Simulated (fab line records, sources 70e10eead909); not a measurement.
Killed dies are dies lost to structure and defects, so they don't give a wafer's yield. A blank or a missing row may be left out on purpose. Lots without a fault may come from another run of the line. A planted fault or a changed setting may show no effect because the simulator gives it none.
fab line records | flow nand_harc | part 1 of 2: steps 1 to 22 of 32
record lots=5 wafers=15 last_day=23
route steps=1159 shown A_SIN_REMOVE@805 A_WL_FILL@809 A_CONTACT@840
lots that met no fault: from a run of the same line without faults
start_h: hours from the record's first day to the start of the lot's first wafer shown | wait_h: hours since the lot's step before | " the same as in the row above | L1.1+2: a row that stands for several wafers | - no value, or no start given | * or withheld: withheld | < > ~ a bound
route shown NAME@n: a module of which the file shows steps, and the number in the route of the first | usual: mean/standard deviation of fault-free wafers | same: alike in all rows | chamber/n: place in a boat | sites: the reading at each site | _std_site: their standard deviation | _edge_site: outer sites' mean less inner sites' | radius_mm: how far each site lies from the wafer's centre | mask NAME#n: copy n | behind: the tool/chamber that last shaped the wafer | hold: why the lot was held/for how many hours/how that ended | device: the transistor (n, p or np) that didn't switch | end of line: the same wafers' tests at the end of the route | a step without rows: its recipe alone | killed: dies lost to structure and defects at the first sort, not the wafer's yield | map: a wafer's dies, x killed, . not, _ none there
set.NAME: the setting as run; set.NAME@STEP: as run at that earlier step | model.NAME: the simulator's own value behind a step, which no gauge read
lots at some steps of the route; a table a step, a row a wafer
services: from which hour (start_h, from the record's first day; less than 0 if before it) a tool's chamber was out of use, for how many hours, and why
## steps
# step NHARC_A_SIN_REMOVE_PRECLEAN_01
# recipe time_s=* temp_c=50 bath_age_min=0 chemistry=SC1
# usual bath_guard_temp_C=50.0/0.53 bath_heat_duty_pct=7.1/0.76 h2o2_flow_mL_min=56.59/0.18 nh4oh_flow_mL_min=28.31/0.094 temp_c=50.00/0.12
# same time_s=*
# columns lot.wafer tool chamber start_h wait_h bath_guard_temp_C bath_heat_duty_pct h2o2_flow_mL_min nh4oh_flow_mL_min temp_c
L076.5 wet_bench-02 3 337.77 0.0 49.2 6.8 56.45 28.27 50.02
L076.3 " 5 " " 49.6 6.0 56.48 28.44 49.96
L076.1 " 0 " " 49.4 7.7 56.55 28.21 49.93
L079.4 wet_bench-06 2 352.67 0.0 50.2 6.8 56.50 28.53 50.18
L079.3 " 4 " " 50.2 7.8 56.75 28.32 50.08
L079.6 " 7 " " 49.8 7.4 56.49 28.21 49.94
L088.6 wet_bench-06 1 407.97 0.0 49.6 6.2 56.56 28.50 50.05
L088.3 " 3 " " 49.0 7.4 56.70 28.33 49.80
L088.1 " 4 " " 50.9 8.1 56.97 28.30 49.85
L089.6 wet_bench-06 4 421.07 0.0 50.4 6.2 56.80 28.10 49.96
L089.2 " 6 " " 49.8 8.3 56.59 28.28 49.80
L089.5 " 1 " " 49.7 6.9 56.58 28.20 50.11
L095.5 wet_bench-09 2 456.68 0.0 49.4 5.8 56.41 28.32 49.90
L095.6 " 3 " " 49.4 6.9 56.48 28.27 49.89
L095.3 " 6 " " 49.8 7.2 56.42 28.37 50.20
# step NHARC_A_SIN_REMOVE_SRD_02
# columns lot.wafer tool chamber start_h wait_h
L076.5+3+1 wet_bench-02 3,5,0 - -
L079.4+3+6 wet_bench-06 2,4,7 - -
L088.6+3+1 wet_bench-06 1,3,4 - -
L089.6+2+5 wet_bench-06 4,6,1 - -
L095.5+6+3 wet_bench-09 2,3,6 - -
# step NHARC_A_SIN_REMOVE_INSPECT_04
# usual raw_defect_count=302/81
# columns lot.wafer tool chamber start_h wait_h raw_defect_count
L076.1 defect_inspect-02 - 337.96 0.0 163
L076.3 " - " " 183
L076.5 " - " " 230
L079.3 defect_inspect-01 - 352.86 0.0 245
L079.4 " - " " 268
L079.6 " - " " 391
L088.1 defect_inspect-01 - 408.15 0.0 433
L088.3 " - " " 290
L088.6 " - " " 274
L089.2 defect_inspect-01 - 421.25 0.0 236
L089.5 " - " " 216
L089.6 " - " " 266
L095.3 defect_inspect-02 - 456.86 0.0 349
L095.5 " - " " 295
L095.6 " - " " 299
# step NHARC_A_WL_FILL_ALD_00
# recipe target_thk_a=30 pulse_time_s=3 ald_cycles=30 temp_c=300 material=Al2O3
# usual heater_power_w=463/44 precursor_pulse_height_rel=1.001/0.02
# columns lot.wafer tool chamber start_h wait_h heater_power_w precursor_pulse_height_rel
L076.3 ald_hk-03 1 338.05 0.1 501 0.995
L076.1 " 3 " " 548 1.026
L076.5 " 0 " " 470 1.018
L079.3 ald_hk-04 0 352.92 0.1 456 1.020
L079.4 " 3 " " 411 1.000
L079.6 " 0 " " 461 1.027
L088.3 ald_hk-01 1 408.24 0.1 419 1.009
L088.1 " 2 " " 467 1.005
L088.6 " 0 " " 517 0.972
L089.2 ald_hk-03 0 423.10 1.8 489 1.011
L089.6 " 2 " " 494 1.018
L089.5 " 3 " " 548 1.007
L095.3 ald_hk-03 2 456.98 0.1 500 1.038
L095.6 " 0 " " 477 1.006
L095.5 " 1 " " 500 1.007
# step NHARC_A_WL_FILL_RTA_01
# recipe temp_c=1000 time_s=5
# usual lamp_power_pct=28.7/1.4 lamp_zone_2_pct=28.7/1.4 wafer_temp_C_max=1006.4/1.5
# same time_s=5
# columns lot.wafer tool chamber start_h wait_h lamp_power_pct lamp_zone_2_pct wafer_temp_C_max
L076.1 rtp_anneal-01 0 338.52 - 30.0 30.0 1006.6
L076.3 " 0 " " 30.1 30.0 1006.0
L076.5 " 0 " " 30.0 30.0 1006.9
L079.3 rtp_anneal-02 0 353.24 - 27.2 27.3 1004.4
L079.4 " 0 " " 27.3 27.3 1005.3
L079.6 " 0 " " 27.3 27.3 1005.0
L088.1 rtp_anneal-01 0 408.48 - 30.0 30.0 1006.3
L088.3 " 0 " " 30.0 30.0 1009.4
L088.6 " 0 " " 30.0 30.0 1007.2
L089.2 rtp_anneal-01 0 423.33 - 30.0 30.0 1008.1
L089.5 " 0 " " 30.0 30.0 1004.8
L089.6 " 0 " " 30.1 30.1 1005.7
L095.3 rtp_anneal-01 0 457.26 - 30.0 30.0 1008.2
L095.5 " 0 " " 30.0 30.0 1004.4
L095.6 " 0 " " 30.1 30.1 1004.7
# step NHARC_A_WL_FILL_ALD_02
# recipe target_thk_a=20 pulse_time_s=3 ald_cycles=100 temp_c=450 material=TiN
# usual heater_power_w=1017/110 precursor_pulse_height_rel=1.001/0.021
# columns lot.wafer tool chamber start_h wait_h heater_power_w precursor_pulse_height_rel
L076.3 ald_metal-01 2 338.78 0.2 1003 1.023
L076.1 " 0 " " 1043 0.954
L076.5 " 1 " " 954 0.983
L079.4 ald_metal-02 1 353.40 0.1 1122 0.993
L079.3 " 0 " " 941 0.988
L079.6 " 1 " " 1112 1.015
L088.1 ald_metal-02 2 408.73 0.2 1018 1.019
L088.3 " 0 " " 960 0.993
L088.6 " 2 " " 1012 0.993
L089.2 ald_metal-01 0 423.52 0.2 1033 0.991
L089.5 " 0 " " 1056 1.002
L089.6 " 3 " " 891 0.999
L095.3 ald_metal-02 3 457.46 0.2 837 1.021
L095.6 " 2 " " 1030 0.989
L095.5 " 3 " " 803 1.010
# step NHARC_A_WL_FILL_CVD_03
# recipe target_thk_a=400 temp_c=300 pressure_torr=40 wf6_flow_sccm=40 h2_flow_sccm=1600 ar_flow_sccm=1560 time_s=3302 material=W
# usual heater_power_w=490/15 throttle_valve_pct=7.93/0.22
# same time_s=3302
# columns lot.wafer tool chamber start_h wait_h heater_power_w throttle_valve_pct
L076.1 cvd_w-01 1 342.79 3.7 482 7.71
L076.3 " 1 " " 480 7.85
L076.5 " 0 " " 492 8.13
L079.4 cvd_w-01 0 358.21 4.4 503 8.10
L079.3 " 1 " " 484 7.71
L079.6 " 1 " " 491 7.66
L088.1 cvd_w-02 1 409.63 0.5 505 8.00
L088.3 " 0 " " 463 7.70
L088.6 " 0 " " 469 7.51
L089.2 cvd_w-01 0 425.64 1.7 498 8.17
L089.6 " 1 427.03 3.0 478 7.92
L089.5 " 0 " " 492 8.35
L095.3 cvd_w-02 0 459.28 1.5 471 7.83
L095.6 " 1 " " 504 7.96
L095.5 " 0 " " 463 7.94
# step NHARC_A_WL_FILL_ETCHBACK_04
# recipe target_depth_a=600 time_s=120 chemistry=NF3
# usual drypump_motor_current_A=5.76/0.23 oes_product_au=0.997/0.0093
# same time_s=120
# columns lot.wafer tool chamber start_h wait_h drypump_motor_current_A oes_product_au rf_hours_counter_h
L076.1 rie_metal-02 0 345.69 2.4 5.65 0.982 3.8
L076.3 " 0 " " 5.67 0.986 -
L076.5 " 1 " " 6.03 0.996 -
L079.3 rie_metal-03 1 360.67 1.5 5.76 0.990 -
L079.4 " 0 " " 5.93 0.998 -
L079.6 " 1 " " 5.77 0.993 -
L088.1 rie_metal-02 0 412.47 2.4 5.67 0.999 0.2
L088.3 " 0 " " 5.67 1.006 -
L088.6 " 0 " " 5.69 0.998 -
L089.2 rie_metal-03 0 428.47 2.4 5.92 0.996 4.5
L089.5 " 1 " " 5.76 0.986 -
L089.6 " 0 " " 5.98 0.988 -
L095.3 rie_metal-01 1 461.27 1.5 5.37 0.997 -
L095.6 " 0 " " 5.46 1.022 -
L095.5 " 1 " " 5.37 1.010 -
# step NHARC_A_WL_FILL_ETCHBACK_05
# recipe target_depth_a=220 time_s=60 temp_c=40 chemistry=Cl2/BCl3
# usual drypump_motor_current_A=5.76/0.23 oes_product_au=0.996/0.0082 temp_c=40.02/0.12
# same time_s=60
# columns lot.wafer tool chamber start_h wait_h drypump_motor_current_A oes_product_au rf_hours_counter_h temp_c
L076.1 rie_metal-02 0 345.94 0.2 5.69 0.988 3.9 40.03
L076.3 " 0 " " 5.65 0.992 - 40.05
L076.5 " 0 " " 5.67 0.998 - 40.12
L079.4 rie_metal-03 1 360.87 0.1 5.76 1.002 - 39.93
L079.3 " 0 " " 5.91 0.995 - 39.89
L079.6 " 0 " " 5.96 1.000 - 39.88
L088.1 rie_metal-02 1 412.72 0.2 6.02 0.983 0.4 40.20
L088.3 " 0 " " 5.64 0.986 - 40.11
L088.6 " 1 " " 6.04 0.992 - 40.04
L089.2 rie_metal-03 1 428.68 0.2 5.77 0.996 4.3 40.12
L089.5 " 1 " " 5.77 1.003 - 40.14
L089.6 " 0 " " 5.93 0.995 - 40.14
L095.3 rie_metal-01 0 461.45 0.1 5.45 1.008 - 39.84
L095.5 " 1 " " 5.37 0.985 - 39.95
L095.6 " 0 " " 5.45 1.014 - 39.79
# step NHARC_A_WL_FILL_STRIP_27
# recipe power_w=1500 temp_c=250 time_s=20 chemistry=N2/H2
# usual drypump_motor_current_A=5.8/0.44 heater_power_w=306/28 temp_c=250.03/0.19
# same time_s=20
# columns lot.wafer tool chamber start_h wait_h drypump_motor_current_A heater_power_w rf_hours_counter_h temp_c
L076.1 plasma_asher-02 1 346.20 0.2 5.9 322 54 250.32
L076.3 " 1 " " 5.9 332 - 249.94
L076.5 " 1 " " 5.9 337 - 250.36
L079.4 plasma_asher-01 1 361.03 0.1 5.2 293 - 250.13
L079.3 " 0 " " 6.0 273 - 249.90
L079.6 " 0 " " 6.0 276 - 249.68
L088.1 plasma_asher-01 0 412.87 0.1 6.0 270 44 249.65
L088.3 " 1 " " 5.2 294 - 249.92
L088.6 " 0 " " 6.0 268 - 250.10
L089.2 plasma_asher-01 0 428.84 0.1 6.0 264 49 249.89
L089.6 " 1 " " 5.2 287 - 249.80
L089.5 " 0 " " 6.0 270 - 249.83
L095.3 plasma_asher-02 0 461.60 0.1 6.3 328 - 249.72
L095.5 " 0 " " 6.4 339 - 249.93
L095.6 " 1 " " 5.9 338 - 249.95
# step NHARC_A_WL_FILL_STRIP_28
# recipe time_s=1200 temp_c=72.5 chemistry=post_etch_residue_remover
# usual bath_guard_temp_C=72.4/0.46 bath_heat_duty_pct=14.9/1.7 temp_c=72.51/0.12
# same time_s=1200
# columns lot.wafer tool chamber start_h wait_h bath_guard_temp_C bath_heat_duty_pct temp_c
L076.1 wet_bench-07 3 346.37 0.1 72.3 14.5 72.55
L076.5 " 6 " " 72.3 14.0 72.58
L076.3 " 0 " " 72.1 13.6 72.64
L079.4 wet_bench-03 3 361.18 0.1 72.0 18.0 72.73
L079.6 " 6 " " 72.4 12.4 72.46
L079.3 " 7 " " 72.8 12.5 72.53
L088.1 wet_bench-07 3 413.02 0.1 72.3 15.7 72.64
L088.6 " 4 " " 72.6 14.6 72.35
L088.3 " 5 " " 72.8 15.1 72.41
L089.2 wet_bench-04 5 428.99 0.1 72.2 12.6 72.33
L089.6 " 6 " " 72.8 15.6 72.53
L089.5 " 1 " " 72.6 18.8 72.29
L095.6 wet_bench-04 7 461.73 0.0 72.8 17.8 72.40
L095.3 " 0 " " 72.2 15.4 72.63
L095.5 " 2 " " 72.6 13.1 72.41
# step NHARC_A_WL_FILL_PRECLEAN_06
# recipe time_s=300 chemistry=DIW
# same time_s=300
# columns lot.wafer tool chamber start_h wait_h
L076.1+5+3 wet_bench-07 3,6,0 - -
L079.4+6+3 wet_bench-03 3,6,7 - -
L088.1+6+3 wet_bench-07 3,4,5 - -
L089.2+6+5 wet_bench-04 5,6,1 - -
L095.6+3+5 wet_bench-04 7,0,2 - -
# step NHARC_A_WL_FILL_SRD_07
# columns lot.wafer tool chamber start_h wait_h
L076.1+5+3 wet_bench-07 3,6,0 - -
L079.4+6+3 wet_bench-03 3,6,7 - -
L088.1+6+3 wet_bench-07 3,4,5 - -
L089.2+6+5 wet_bench-04 5,6,1 - -
L095.6+3+5 wet_bench-04 7,0,2 - -
# step NHARC_A_WL_FILL_ANNEAL_08
# recipe temp_c=450 time_s=1800
# usual tube_center_temp_C_max=451.17/0.2 zone_power_upper_pct=5.23/0.26
# same time_s=1800
# columns lot.wafer tool chamber start_h wait_h tube_center_temp_C_max zone_power_upper_pct
L076.1 furnace-05 0 352.44 - 451.76 5.51
L076.3 " 0 " " 451.94 5.60
L076.5 " 0 " " 451.04 5.62
L079.3 furnace-05 0 364.87 - 451.00 5.44
L079.4 " 0 " " 451.05 5.54
L079.6 " 0 " " 451.20 5.49
L088.1 furnace-03 0 418.45 - 451.07 5.04
L088.3 " 0 " " 451.41 5.00
L088.6 " 0 " " 450.92 5.02
L089.2 furnace-05 0 432.56 - 451.22 5.66
L089.5 " 0 " " 451.33 5.49
L089.6 " 0 " " 451.55 5.58
L095.3 furnace-03 0 467.84 - 451.20 5.06
L095.5 " 0 " " 451.04 5.09
L095.6 " 0 " " 450.86 5.10
# step NHARC_A_WL_FILL_ALD_10
# recipe target_thk_a=500 pulse_time_s=10 ald_cycles=500 temp_c=300 material=SiO2
# usual heater_power_w=467/45 precursor_pulse_height_rel=1.000/0.02
# columns lot.wafer tool chamber start_h wait_h heater_power_w precursor_pulse_height_rel
L076.3 ald_hk-03 2 354.49 0.6 499 1.013
L076.1 " 3 " " 559 1.000
L076.5 " 1 356.05 2.1 498 0.984
L079.3 ald_hk-03 1 366.90 0.6 488 0.983
L079.4 " 3 367.94 1.6 561 1.025
L079.6 " 1 368.99 2.7 477 1.001
L088.1 ald_hk-04 2 419.96 0.1 440 0.982
L088.3 " 1 421.50 1.6 501 1.002
L088.6 " 2 " " 438 0.996
L089.2 ald_hk-03 0 434.57 0.6 467 0.991
L089.5 " 3 436.12 2.1 545 1.006
L089.6 " 0 " " 483 0.964
L095.3 ald_hk-03 3 470.34 1.1 573 0.990
L095.6 " 1 471.36 2.1 507 1.016
L095.5 " 2 " " 494 1.016
# step NHARC_A_WL_FILL_ETCHBACK_16
# recipe target_depth_a=880 time_s=17.6 c4f8_flow_sccm=withheld o2_flow_sccm=8 ar_flow_sccm=withheld rf_w=600 bias_w=800 chemistry=C4F8/O2/Ar
# usual oes_product_au=0.982/0.028 rf_vpp_V=723/4.2
# same time_s=17.6
# columns lot.wafer tool chamber start_h wait_h oes_product_au rf_hours_counter_h rf_vpp_V
L076.3 rie_diel-11 3 - - 0.920 4.1 720
L076.1 " 1 " " 0.926 4.1 719
L076.5 " 2 " " 0.923 - 718
L079.4 rie_diel-08 1 - - 0.990 3.8 729
L079.3 " 2 " " 0.986 4.7 724
L079.6 " 2 " " 0.982 - 724
L088.3 rie_diel-11 0 - - 0.922 1.1 728
L088.1 " 2 " " 0.920 1.1 718
L088.6 " 0 " " 0.923 - 728
L089.2 rie_diel-08 0 - - 0.975 9.3 726
L089.6 " 1 " " 0.994 - 728
L089.5 " 2 " " 0.969 - 724
L095.3 rie_diel-09 3 - - 0.975 1.3 717
L095.5 " 1 " " 0.974 - 718
L095.6 " 2 " " 1.003 - 725
# step NHARC_A_WL_FILL_STRIP_29
# recipe time_s=20 o2_flow_sccm=500 ar_flow_sccm=0 bias_w=0 chemistry=O2
# usual drypump_motor_current_A=6.0/0.46 oes_product_au=0.998/0.012 rf_vpp_V=57.8/0.88 showerhead_plenum_p_Torr=3.52/0.15 throttle_valve_pct=17.037/0.0089
# same time_s=20
# columns lot.wafer tool chamber start_h wait_h drypump_motor_current_A oes_product_au rf_hours_counter_h rf_vpp_V showerhead_plenum_p_Torr throttle_valve_pct
L076.3 rie_diel-11 0 358.74 0.1 6.6 1.015 4.1 59.0 3.69 17.022
L076.1 " 2 " " 5.9 0.985 4.0 58.1 3.38 17.041
L076.5 " 3 " " 6.3 0.991 - 57.1 3.39 17.036
L079.4 rie_diel-08 0 371.14 0.1 6.1 0.991 4.9 59.0 3.64 17.030
L079.3 " 2 " " 6.3 0.987 4.7 58.8 3.56 17.013
L079.6 " 0 " " 6.1 0.991 - 58.5 3.64 17.041
L088.1 rie_diel-11 3 424.72 0.1 6.3 1.000 1.1 58.4 3.39 17.040
L088.3 " 0 " " 6.6 0.994 1.1 58.8 3.69 17.034
L088.6 " 2 " " 5.9 1.010 - 58.0 3.38 17.035
L089.2 rie_diel-08 3 438.78 0.1 6.3 1.016 9.8 57.1 3.72 17.021
L089.6 " 3 " " 6.3 1.016 - 57.3 3.72 17.046
L089.5 " 0 " " 6.1 0.986 - 56.9 3.64 17.029
L095.3 rie_diel-09 0 474.03 0.1 5.6 1.022 1.2 57.5 3.42 17.043
L095.6 " 0 " " 5.6 1.033 - 58.0 3.42 17.051
L095.5 " 1 " " 5.3 0.996 - 56.9 3.34 17.050
# step NHARC_A_WL_FILL_ETCHBACK_17
# recipe target_depth_a=40 time_s=26.7 chemistry=Cl2/BCl3
# usual drypump_motor_current_A=5.67/0.25 oes_product_au=0.998/0.01
# same time_s=26.7
# columns lot.wafer tool chamber start_h wait_h drypump_motor_current_A oes_product_au rf_hours_counter_h
L076.1 rie_metal-03 0 358.83 - 5.95 0.995 2.0
L076.3 " 1 " " 5.76 1.001 -
L076.5 " 0 " " 5.99 0.993 -
L079.4 rie_metal-02 0 371.27 - 5.65 0.991 -
L079.3 " 1 " " 6.01 0.982 -
L079.6 " 0 " " 5.63 0.982 -
L088.1 rie_metal-01 0 424.82 - 5.42 0.999 2.5
L088.3 " 0 " " 5.47 1.010 -
L088.6 " 0 " " 5.45 1.021 -
L089.2 rie_metal-01 1 438.89 - 5.38 0.983 2.8
L089.5 " 0 " " 5.44 1.003 -
L089.6 " 1 " " 5.37 0.982 -
L095.3 rie_metal-03 0 474.18 - 5.92 1.009 -
L095.6 " 1 " " 5.76 0.996 -
L095.5 " 0 " " 5.91 1.012 -
# step NHARC_A_WL_FILL_PRECLEAN_18
# recipe time_s=30 chemistry=dHF
# same time_s=30
# columns lot.wafer tool chamber start_h wait_h
L076.5+3+1 wet_bench-07 2,5,6 359.02 0.1
L079.3+4+6 wet_bench-03 6,0,1 371.41 0.1
L088.6+3+1 wet_bench-07 0,1,3 424.99 0.1
L089.2+5+6 wet_bench-07 7,2,3 439.05 0.1
L095.3+6+5 wet_bench-03 5,0,1 474.30 0.1
# step NHARC_A_WL_FILL_SRD_21
# columns lot.wafer tool chamber start_h wait_h
L076.5+3+1 wet_bench-07 2,5,6 359.04 0.0
L079.3+4+6 wet_bench-03 6,0,1 371.44 0.0
L088.6+3+1 wet_bench-07 0,1,3 425.01 0.0
L089.2+5+6 wet_bench-07 7,2,3 439.08 0.0
L095.3+6+5 wet_bench-03 5,0,1 474.33 0.0
# step NHARC_A_WL_FILL_CVD_23
# recipe target_thk_a=400 temp_c=620 pressure_mtorr=200 time_s=800 material=poly-Si
# usual zone_power_upper_pct=9.8/0.59
# same time_s=800
# columns lot.wafer tool chamber start_h wait_h zone_power_upper_pct
L076.1 lpcvd_poly-04 0 361.29 2.3 10.2
L076.3 " 0 " " 10.1
L076.5 " 0 " " 10.3
L079.3 lpcvd_poly-04 0 373.69 2.3 10.2
L079.4 " 0 " " 10.3
L079.6 " 0 " " 10.1
L088.1 lpcvd_poly-04 0 427.32 2.3 10.0
L088.3 " 0 " " 10.2
L088.6 " 0 " " 10.3
L089.2 lpcvd_poly-03 0 441.51 2.4 8.9
L089.5 " 0 " " 8.9
L089.6 " 0 " " 8.8
L095.3 lpcvd_poly-03 0 476.75 2.4 9.0
L095.5 " 0 " " 8.8
L095.6 " 0 " " 8.8
# step NHARC_A_WL_FILL_ETCHBACK_26
# recipe target_depth_a=520 time_s=13.3 hbr_flow_sccm=150 rf_w=350 icp_w=350 bias_w=60 chemistry=HBr
# usual drypump_motor_current_A=5.6/0.33 oes_product_au=1.001/0.011 throttle_valve_pct=23.267/0.0097
# same time_s=13.3
# columns lot.wafer tool chamber start_h wait_h drypump_motor_current_A oes_product_au rf_hours_counter_h throttle_valve_pct
L076.3 rie_si-04 2 363.88 0.4 5.6 0.997 0.6 23.276
L076.1 " 0 " " 5.5 0.999 0.5 23.272
L076.5 " 1 " " 5.2 0.996 - 23.282
L079.3 rie_si-04 0 376.25 0.4 5.5 0.996 0.6 23.252
L079.4 " 3 " " 5.7 0.981 0.5 23.265
L079.6 " 1 " " 5.2 0.997 - 23.251
L088.3 rie_si-04 1 429.87 0.4 5.2 0.994 1.0 23.253
L088.1 " 3 " " 5.7 0.973 0.8 23.276
L088.6 " 2 " " 5.7 0.999 - 23.266
L089.2 rie_si-03 1 444.08 0.4 5.1 1.015 0.9 23.279
L089.6 " 1 " " 5.1 1.012 - 23.261
L089.5 " 2 " " 5.6 1.024 - 23.260
L095.3 rie_si-03 0 479.33 0.4 5.9 1.010 1.2 23.264
L095.5 " 3 " " 5.6 0.997 - 23.257
L095.6 " 0 " " 6.0 1.014 - 23.266
